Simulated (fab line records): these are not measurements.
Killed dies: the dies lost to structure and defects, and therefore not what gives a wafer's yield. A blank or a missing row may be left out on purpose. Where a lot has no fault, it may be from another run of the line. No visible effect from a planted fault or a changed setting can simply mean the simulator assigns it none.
Which tool was responsible? | flow n5-finfet | Sampling: 24 lots, 72 wafers, 2 of 1938 route steps

## WHAT THE GAUGES SHOWED, per wafer
N5_BEOL_M1_RS_MEAS_58: a four-point-probe measurement.
lot  | measured     | on            | M1_RS (ohm/sq)
L074 | day 6 07:51  | film-metro-01 | 0.66 0.64 0.63
L075 | day 6 14:20  | film-metro-02 | 0.67 0.65 0.63
L076 | day 7 00:31  | film-metro-02 | 0.72 0.70 0.66
L077 | day 7 05:52  | film-metro-02 | 0.74 0.71 0.69
L078 | day 7 15:50  | film-metro-01 | 0.69 0.63 0.62
L079 | day 7 20:19  | film-metro-02 | 0.67 0.63 0.63
L080 | day 8 00:37  | film-metro-01 | 0.68 0.65 0.65
L081 | day 8 09:34  | film-metro-01 | 0.67 0.70 0.62
L082 | day 8 18:52  | film-metro-02 | 0.68 0.63 0.64
L083 | day 8 20:14  | film-metro-02 | 0.67 0.66 0.62
L084 | day 9 05:08  | film-metro-01 | 0.72 0.63 0.67
L085 | day 9 09:49  | film-metro-01 | 0.67 0.65 0.63
L086 | day 9 17:14  | film-metro-02 | 0.67 0.62 0.62
L087 | day 9 19:00  | film-metro-01 | 0.63 0.69 0.61
L089 | day 10 04:26 | film-metro-01 | 0.73 0.68 0.66
L088 | day 10 06:31 | film-metro-01 | 0.66 0.60 0.61
L090 | day 10 11:35 | film-metro-02 | 0.65 0.66 0.64
L091 | day 10 21:02 | film-metro-02 | 0.73 0.68 0.66
L092 | day 11 03:38 | film-metro-01 | 0.63 0.66 0.64
L093 | day 11 05:04 | film-metro-02 | 0.64 0.66 0.65
L094 | day 11 08:32 | film-metro-02 | 0.63 0.66 0.62
L095 | day 11 11:38 | film-metro-01 | 0.68 0.66 0.65
L096 | day 12 03:41 | film-metro-02 | 0.71 0.65 0.67
L097 | day 12 19:03 | film-metro-02 | 0.73 0.76 0.69

N5_BEOL_M2_CD_MEAS_11: the cd target is 16.79 nm.
lot  | measured     | on        | cd-nm (nm)
L074 | day 6 10:46  | cd-sem-01 | 17.34 16.82 16.43
L075 | day 6 15:41  | cd-sem-02 | 16.62 16.73 16.90
L076 | day 7 01:08  | cd-sem-02 | 16.43 16.90 17.02
L077 | day 7 07:38  | cd-sem-02 | 16.39 16.92 16.98
L078 | day 7 16:48  | cd-sem-03 | 16.90 17.09 17.13
L079 | day 7 21:05  | cd-sem-03 | 16.96 16.65 16.81
L080 | day 8 03:01  | cd-sem-01 | 16.49 16.67 16.36
L081 | day 8 11:35  | cd-sem-01 | 16.53 16.85 16.97
L082 | day 8 20:32  | cd-sem-01 | 16.66 16.68 16.54
L083 | day 8 21:55  | cd-sem-02 | 16.93 16.55 16.85
L084 | day 9 06:46  | cd-sem-03 | 16.87 16.93 16.79
L085 | day 9 12:11  | cd-sem-03 | 16.68 16.72 16.88
L086 | day 9 18:16  | cd-sem-01 | 16.87 16.94 16.91
L087 | day 9 19:38  | cd-sem-03 | 17.19 16.82 17.18
L089 | day 10 05:04 | cd-sem-02 | 16.79 16.41 16.75
L088 | day 10 07:17 | cd-sem-01 | 16.70 16.77 16.51
L090 | day 10 12:32 | cd-sem-03 | 16.69 16.98 16.61
L091 | day 11 00:03 | cd-sem-03 | 16.57 17.11 16.82
L092 | day 11 04:18 | cd-sem-02 | 16.93 17.17 17.15
L093 | day 11 07:10 | cd-sem-03 | 16.74 16.61 16.46
L094 | day 11 11:10 | cd-sem-02 | 16.70 16.49 16.84
L095 | day 11 12:41 | cd-sem-01 | 16.71 16.63 17.17
L096 | day 12 05:28 | cd-sem-03 | 17.00 17.12 16.96
L097 | day 12 20:08 | cd-sem-02 | 16.67 16.97 16.80

## WHICH TOOL RAN EACH LOT (tool, then ch and the chambers of the sampled wafers, then the start)
The record holds no process step before these readings.

## AS READ BY THE TOOLS THEMSELVES (means over the sampled wafers that have a number; for cases with no such wafer, the mark the record gives instead)
The record holds no such reading with a usual standard deviation.

## THE ANSWER, worked out from the rows above alone
Rule: the usual values come from the lots themselves. Put in order of their means at a reading, lots are off if they are a third of the lots or fewer, leave a main group of 4 or more, and stand apart from it by a gap of 3 or more times the standard deviation of the main group's means; of several such gaps the widest counts. If all means in a main group match to the digits the tables above print for the reading, that group is not used. A lot without any number at a reading at which 4 lots or more have one is off too. Where the step has rows for the other lots, those lots are counted as sound. First the gauges in route order, then the tools' own readings, where a lot's mean is used as printed above. At the first step where some lot is off, the reading lying furthest off is the one used; lots without a number count as furthest.
Nothing can be told from this: no lot is off at any reading shown.

## WHAT THE SIMULATOR HAD PUT IN
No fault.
